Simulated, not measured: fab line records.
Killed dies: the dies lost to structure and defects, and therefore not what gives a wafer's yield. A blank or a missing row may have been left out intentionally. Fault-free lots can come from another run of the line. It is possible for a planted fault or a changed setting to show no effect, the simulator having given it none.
A struck lot beside a sound one | flow nand_harc | 14 out of 1302 route steps
Sound: wafers L762.1, L762.4, L762.5. Wafers L753.1, L753.2, L753.5 were the ones struck. At the end, the cause is stated.
At each step with rows: each side's tool, then ch and its chambers, then its first start. Under that, the readings that differ: sound wafers | struck wafers | difference of the means | sigmas: that difference in standard deviations of wafers without a fault.
alike: same words and numbers on both sides, and readings whose means sit less than 2 such deviations apart. not compared: any withheld reading, any reading some wafer has no value for, any bound like >300 that may hide the same value, and any number with overlapping values for which the record gives no deviation.
Wherever a step has rows on one side only, a row that says differs or no value, or a row with sigmas, the two part there. Non-overlapping numbers with no deviation appear without sigmas and do not part them. Lack of a reading on every wafer of one side parts them only where that side has two or more wafers.

NHARC_P_GATE_ALD_36: deposits SiNx, target thk 20 nm, pulse time 60 s, ald cycles 223.
  sound on ald_sin-01 ch 0,3, day 12 00:27; struck on ald_sin-03 ch 0,1,2, day 8 16:58
  alike: heater_power_w, precursor_pulse_height_rel, susceptor_temp_C
NHARC_P_GATE_ETCHBACK_37: etches the open film in CHF3/O2, target depth 34.5 nm, time 17.2 s.
  sound on rie_diel-05 ch 0,1; struck on rie_diel-03 ch 0,3
  alike: chf3_flow_sccm, drypump_motor_current_A, oes_product_au, rf_vpp_V, showerhead_plenum_p_Torr, throttle_valve_pct
  not compared: rf_hours_counter_h
NHARC_P_GATE_STRIP_101: strips in O2, time 20 s.
  sound on rie_diel-05 ch 0,2, day 12 10:01; struck on rie_diel-03 ch 0,2,3, day 9 02:32
  alike: drypump_motor_current_A, oes_product_au, rf_vpp_V, showerhead_plenum_p_Torr, throttle_valve_pct
  not compared: rf_hours_counter_h
then, 9 steps without rows for these wafers: NHARC_P_GATE_PRECLEAN_97 (cleans in SPM, time 600 s); NHARC_P_GATE_SRD_98; NHARC_P_GATE_PRECLEAN_99 (cleans in SC1); NHARC_P_GATE_SRD_100; NHARC_P_GATE_DEHYDRATE_38 (time 120 s); NHARC_P_GATE_HMDS_39 (time 30 s); NHARC_P_GATE_COAT_40; NHARC_P_GATE_SOFTBAKE_41 (time 95 s); NHARC_P_GATE_EBR_42.
NHARC_P_GATE_EXPOSE_43: exposes mask P NSD, target cd 720 nm.
  sound on krf_scanner-04 ch 0, day 12 10:46; struck on krf_scanner-01, day 9 03:10
  no value came back on the struck wafers for exposure_dose_mJ_cm2, focus_offset_nm (nm); on the sound wafers exposure_dose_mJ_cm2 reads 14.790 14.801 14.830
  alike: mask
then, 1 step without rows for these wafers: NHARC_P_GATE_PEB_44 (peb time 85 s).

## WHERE THEY PART
Only at NHARC_P_GATE_EXPOSE_43, within this record.

WHY: what the simulator had put in
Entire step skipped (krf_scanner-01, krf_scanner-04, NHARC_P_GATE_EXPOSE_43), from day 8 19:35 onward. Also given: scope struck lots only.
